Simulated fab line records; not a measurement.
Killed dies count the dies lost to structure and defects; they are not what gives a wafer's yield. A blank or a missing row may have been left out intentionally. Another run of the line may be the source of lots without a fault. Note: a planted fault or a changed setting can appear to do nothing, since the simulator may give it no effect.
One fault seen from 2 desks || flow n5Finfet || each desk holds nothing but its own numbers, with what lay behind them at the end

== THE METROLOGY DESK ==
What the gauges read for every lot (on any tool): the sampled wafers with a number, averaged. A lot is out of limits, marked OUT, if its mean lies more than 4 standard deviations from the usual mean; the brackets give that distance. Shown here are 7 of its 31 readings, the ones lying furthest out on some lot.
Columns: A = trenchDepthNm at N5_BEOL_M10_OCD_MEAS_38, usual 149.2 nm; B = M10_RS at N5_BEOL_M10_RS_MEAS_57, usual 0.1502 ohm/sq; C = COMB_M12 at N5_BEOL_M15_RC_MEAS_101, usual 7e-12 S/m; D = COMB_M12_max_site at N5_BEOL_M15_RC_MEAS_101, usual 9.8e-12 S/m; E = SERP_M10 at N5_BEOL_M15_RC_MEAS_101, usual 3.03 ohm/um; F = SERP_M10_max_site at N5_BEOL_M15_RC_MEAS_101, usual 3.12 ohm/um; G = SERP_M6 at N5_BEOL_M15_RC_MEAS_101, usual 13.8 ohm/um
{"lot": "L916", "first seen here": "day 12 16:19", "A": 144.5, "B": 0.1560, "C": 6e-12, "D": 7.8e-12, "E": 3.16, "F": 3.28, "G": 14.7}
{"lot": "L917", "first seen here": "day 13 15:06", "A": 150.2, "B": 0.1495, "C": 9e-12, "D": 1.2e-11, "E": 3.02, "F": 3.09, "G": 14.0}
{"lot": "L921", "first seen here": "day 14 19:13", "A": 148.8, "B": 0.1508, "C": 7e-12, "D": 1.1e-11, "E": 3.07, "F": 3.16, "G": 14.2}
{"lot": "L923", "first seen here": "day 15 14:41", "A": 148.5, "B": 0.1504, "C": 7e-12, "D": 1.0e-11, "E": 3.01, "F": 3.10, "G": 14.3}
{"lot": "L925", "first seen here": "day 15 15:06", "A": 148.0, "B": 0.1520, "C": 1e-11, "D": 1.5e-11, "E": 3.13, "F": 3.19, "G": 13.2}
{"lot": "L927", "first seen here": "day 17 00:23", "A": 145.4, "B": 0.1542, "C": 5e-12, "D": 7.5e-12, "E": 3.15, "F": 3.25, "G": 14.5}
Finding of this desk: none of the 6 lots has anything out of limits.

== DESK OF THE TOOL OWNER: rieDiel-06 ==
The tool's own readings at N5_BEOL_M10_TRENCH_ETCH_37 (etches SiCOH lowk in C4F6/O2, target depth 148.83 nm, time 48 s): means of the sampled wafers that have a number, for each lot that ran on this tool. A lot is out of limits, marked OUT, if its mean lies more than 4 standard deviations from the usual mean; the brackets give that distance. Of its 8 readings 7 are shown: the one that was out of limits first, and those that lie furthest out on some lot.
Columns: A = C4F6_flow_sccm at N5_BEOL_M10_TRENCH_ETCH_37, usual 9.99 sccm; B = biasW at N5_BEOL_M10_TRENCH_ETCH_37, usual 185.0 W; C = drypumpMotorCurrentA at N5_BEOL_M10_TRENCH_ETCH_37, usual 5.7 A; D = rfVppV at N5_BEOL_M10_TRENCH_ETCH_37, usual 669 V; E = runLengthS at N5_BEOL_M10_TRENCH_ETCH_37, usual 71.3 s; F = showerheadPlenumPTorr at N5_BEOL_M10_TRENCH_ETCH_37, usual 2.85 Torr; G = throttleValvePct at N5_BEOL_M10_TRENCH_ETCH_37, usual 20.89 %
{"lot": "L916", "first seen here": "day 12 16:08", "A": 10.00, "B": 185.3, "C": 6.0, "D": 667, "E": "69.6 (-5.2) OUT", "F": 2.91, "G": 20.98}
Finding of this desk: L916 out of limits; the first was L916 at day 12 16:08, on runLengthS at N5_BEOL_M10_TRENCH_ETCH_37. In limits: none.

== ALL TOGETHER ==
On L916, at day 12 16:08, an alarm was possible from the tool owner's desk.
The metrology desk saw nothing out of limits.
The metrology desk holds a record of L916, inside its limits.
The lots listed all ran N5_BEOL_M10_TRENCH_ETCH_37 on rieDiel-06.

== WHAT WAS PUT IN BY THE SIMULATOR ==
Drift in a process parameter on rieDiel-06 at N5_BEOL_M10_TRENCH_ETCH_37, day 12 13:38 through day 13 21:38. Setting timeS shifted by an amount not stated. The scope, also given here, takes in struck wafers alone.
Lots struck among those shown: L916.
How many hours passed from the start of the fault until each desk's first out-of-limits reading: the tool owner's desk, 2.
